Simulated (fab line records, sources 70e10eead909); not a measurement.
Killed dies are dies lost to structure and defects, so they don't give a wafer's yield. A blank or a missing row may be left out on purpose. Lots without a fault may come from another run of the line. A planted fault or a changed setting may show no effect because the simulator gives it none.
A struck lot beside a sound one | flow nand_harc | 38 steps out of a route of 1302
Sound: wafers L194.1, L194.5, L194.6. Struck: wafer L196.3. (L196.2 of the same lot was not struck and is left out.) The cause comes at the end.
At each step with rows: each side's tool, then ch and its chambers, then its first start. Under that, the readings that differ: sound wafers | struck wafers | difference of the means | sigmas: that difference in standard deviations of wafers without a fault.
alike: readings whose means differ by less than 2 such deviations, and words and numbers that are the same on both sides. not compared: withheld readings, readings that some wafer has no value for, bounds like >300 that may hide the same value, and numbers for which the record gives no deviation and whose values overlap.
The two part at a step that has a row with sigmas, a row that says differs or no value, or rows on one side only. Numbers that don't overlap but have no deviation are shown without sigmas and don't part them. A reading that every wafer of one side lacks parts them only if that side has two wafers or more.

first, 10 steps without rows for these wafers: NHARC_A_CHANNEL_HOLE_D2_DEP_00 (deposits aC, target thk 3100 nm); NHARC_A_CHANNEL_HOLE_D2_DEP_01 (deposits SiON, target thk 140 nm); NHARC_A_CHANNEL_HOLE_D2_DEHYDRATE_02 (time 120 s); NHARC_A_CHANNEL_HOLE_D2_HMDS_03 (time 30 s); NHARC_A_CHANNEL_HOLE_D2_COAT_36 (time 75 s); NHARC_A_CHANNEL_HOLE_D2_COAT_37 (time 65 s); NHARC_A_CHANNEL_HOLE_D2_COAT_04 (resist thk 90 nm); NHARC_A_CHANNEL_HOLE_D2_SOFTBAKE_05 (time 55 s); NHARC_A_CHANNEL_HOLE_D2_EBR_06; NHARC_A_CHANNEL_HOLE_D2_EXPOSE_07 (exposes mask HOLE D2, target cd 100 nm).
NHARC_A_CHANNEL_HOLE_D2_PEB_08: peb time 65 s.
  sound on litho_track-01 ch 0, day 15 11:22; struck on litho_track-01 ch 0, day 15 16:59
  alike: resist_line_temp_C
then, 1 step without rows for these wafers: NHARC_A_CHANNEL_HOLE_D2_DEVELOP_09 (develop time 35 s).
NHARC_A_CHANNEL_HOLE_D2_CD_MEAS_10: target cd 100 nm.
  sound on cd_sem-01 ch 0, day 15 11:27; struck on cd_sem-01 ch 0, day 15 17:04
  reading    | sound           | struck | difference | sigmas
  cd_nm (nm) | 100.3 99.6 99.6 | 106.6  | +6.8       | +14
NHARC_A_CHANNEL_HOLE_D2_DESCUM_15: chemistry O2, time 3 s.
  sound on rie_diel-02 ch 2,3, day 15 11:38; struck on rie_diel-02 ch 0, day 15 17:14
  reading                            | sound             | struck | difference | sigmas
  drypump_motor_current_A (A)        | 6.2 5.8 6.2       | 5.1    | -1.0       | -2
  model.A_CHANNEL_HOLE_D2.cd_nm (nm) | 99.83 100.4 99.16 | 106.2  | +6.4       |
  alike: oes_product_au, rf_vpp_V, showerhead_plenum_p_Torr, throttle_valve_pct
  not compared: rf_hours_counter_h
then, 16 steps without rows for these wafers: NHARC_A_CHANNEL_HOLE_D2_ETCH_38 (etches the open film in CF4, target depth 39 nm, time 65 s); NHARC_A_CHANNEL_HOLE_D2_ETCH_39 (etches the open film in N2/H2, target depth 260 nm, time 325 s); NHARC_A_CHANNEL_HOLE_D2_ETCH_34 (etches the open film in CF4/CHF3, target depth 154 nm, time 77 s); NHARC_A_CHANNEL_HOLE_D2_ETCH_16 (etches the open film in O2/COS, target depth 3100 nm, time 806 s); NHARC_A_CHANNEL_HOLE_D2_ETCH_19 (etches the open film in C4F8/O2/Ar, time 34.5 s); NHARC_A_CHANNEL_HOLE_D2_ETCH_20 (etches the open film in C4F8/O2/Ar, time 361.9 s, target depth 1600 nm); NHARC_A_CHANNEL_HOLE_D2_ETCH_21 (etches the open film in C4F8/O2/Ar, time 514.3 s, target depth 1600 nm); NHARC_A_CHANNEL_HOLE_D2_ETCH_22 (etches the open film in C4F8/O2/Ar, time 666.7 s, target depth 1600 nm); NHARC_A_CHANNEL_HOLE_D2_ETCH_23 (etches the open film in C4F8/O2/Ar, time 819 s, target depth 1600 nm); NHARC_A_CHANNEL_HOLE_D2_ETCH_24 (etches the open film in C4F8/O2/Ar, time 906.2 s, target depth 1500 nm); NHARC_A_CHANNEL_HOLE_D2_ETCH_25 (etches the open film in C4F8/O2/Ar, time 1040.2 s, target depth 1500 nm); NHARC_A_CHANNEL_HOLE_D2_ETCH_26 (etches the open film in C4F8/O2/Ar, time 224.1 s, target depth 300 nm); NHARC_A_CHANNEL_HOLE_D2_ETCH_27 (etches the open film in C4F8/O2/Ar, time 90 s, target depth 400 nm); NHARC_A_CHANNEL_HOLE_D2_STRIP_41 (strips in N2/H2); NHARC_A_CHANNEL_HOLE_D2_STRIP_42 (strips in CF4/CHF3); NHARC_A_CHANNEL_HOLE_D2_STRIP_43 (strips in O2/COS).
NHARC_A_CHANNEL_HOLE_D2_ETCH_44: etches the open film in CF4/O2, target depth 140 nm, overetch 14 nm, time 77 s.
  sound on rie_diel-13 ch 0,1,2, day 15 18:02; struck on rie_diel-13 ch 0, day 16 02:21
  reading                            | sound            | struck | difference | sigmas
  model.A_CHANNEL_HOLE_D2.cd_nm (nm) | 90.51 88.9 90.57 | 96.85  | +6.86      |
  alike: drypump_motor_current_A, oes_product_au, rf_vpp_V, showerhead_plenum_p_Torr, throttle_valve_pct
  not compared: rf_hours_counter_h
then, 3 steps without rows for these wafers: NHARC_A_CHANNEL_HOLE_D2_STRIP_28 (strips in O2); NHARC_A_CHANNEL_HOLE_D2_PRECLEAN_29 (cleans in SC1); NHARC_A_CHANNEL_HOLE_D2_SRD_30.
NHARC_A_CHANNEL_HOLE_D2_CD_MEAS_31:
  sound on cd_sem-01, day 15 18:49; struck on cd_sem-01, day 16 03:08
  reading    | sound          | struck | difference | sigmas
  cd_nm (nm) | 90.3 88.9 89.5 | 96.5   | +6.9       | +5
NHARC_A_CHANNEL_HOLE_D2_XSEM_32:
  sound on xsem-01 ch 0, day 15 18:54; struck on xsem-02 ch 0, day 16 03:14
  reading            | sound          | struck | difference | sigmas
  bot_cd_nm (nm)     | 75.7 73.1 74.4 | 81.1   | +6.7       | +4
  tilt_deg (degrees) | 0.05 0.05 0.06 | 0.14   | +0.09      | +2
  alike: bow_nm
-- the record jumps here: 11 days lie between the struck wafers' starts before and after (it left off in module A_CHANNEL_HOLE_D2 and takes up again in module END, whose first step shown is number 1301 of the route) --
NHARC_END_WLT_00:
  sound on prober-02, day 27 00:00; struck on prober-02, day 27 08:21
  reading                           | sound             | struck | difference | sigmas
  VT_DECK2_BOTTOM                   | 0.870 0.868 0.869 | 0.899  | +0.030     | +4
  VT_DECK2_BOTTOM_INNER             | 0.871 0.869 0.871 | 0.897  | +0.027     | +3
  VT_DECK2_MEDIAN_NEAR_BOTTOM       | 0.867 0.871 0.869 | 0.902  | +0.033     | +4
  VT_DECK2_MEDIAN_NEAR_BOTTOM_INNER | 0.876 0.872 0.878 | 0.898  | +0.023     | +3
  VT_DECK2_MIDDLE                   | 0.885 0.886 0.876 | 0.906  | +0.024     | +3
  VT_DECK2_MIDDLE_INNER             | 0.891 0.886 0.890 | 0.912  | +0.023     | +3
  VT_DECK2_TOP                      | 0.896 0.891 0.896 | 0.914  | +0.020     | +3
  VT_DECK2_TOP_INNER                | 0.890 0.896 0.894 | 0.916  | +0.023     | +3
  alike: VT_DECK1_BOTTOM, VT_DECK1_BOTTOM_INNER, VT_DECK1_MEDIAN_NEAR_BOTTOM, VT_DECK1_MEDIAN_NEAR_BOTTOM_INNER, VT_DECK1_MIDDLE, VT_DECK1_MIDDLE_INNER, VT_DECK1_TOP, VT_DECK1_TOP_INNER
NHARC_END_SORT_01:
  the record has rows for the struck wafers here (prober-02 ch 0, day 27 12:26) and none for the sound ones

WHERE THEY PART
First at NHARC_A_CHANNEL_HOLE_D2_CD_MEAS_10; last, within this record, at NHARC_END_SORT_01.

WHY: what the simulator had put in
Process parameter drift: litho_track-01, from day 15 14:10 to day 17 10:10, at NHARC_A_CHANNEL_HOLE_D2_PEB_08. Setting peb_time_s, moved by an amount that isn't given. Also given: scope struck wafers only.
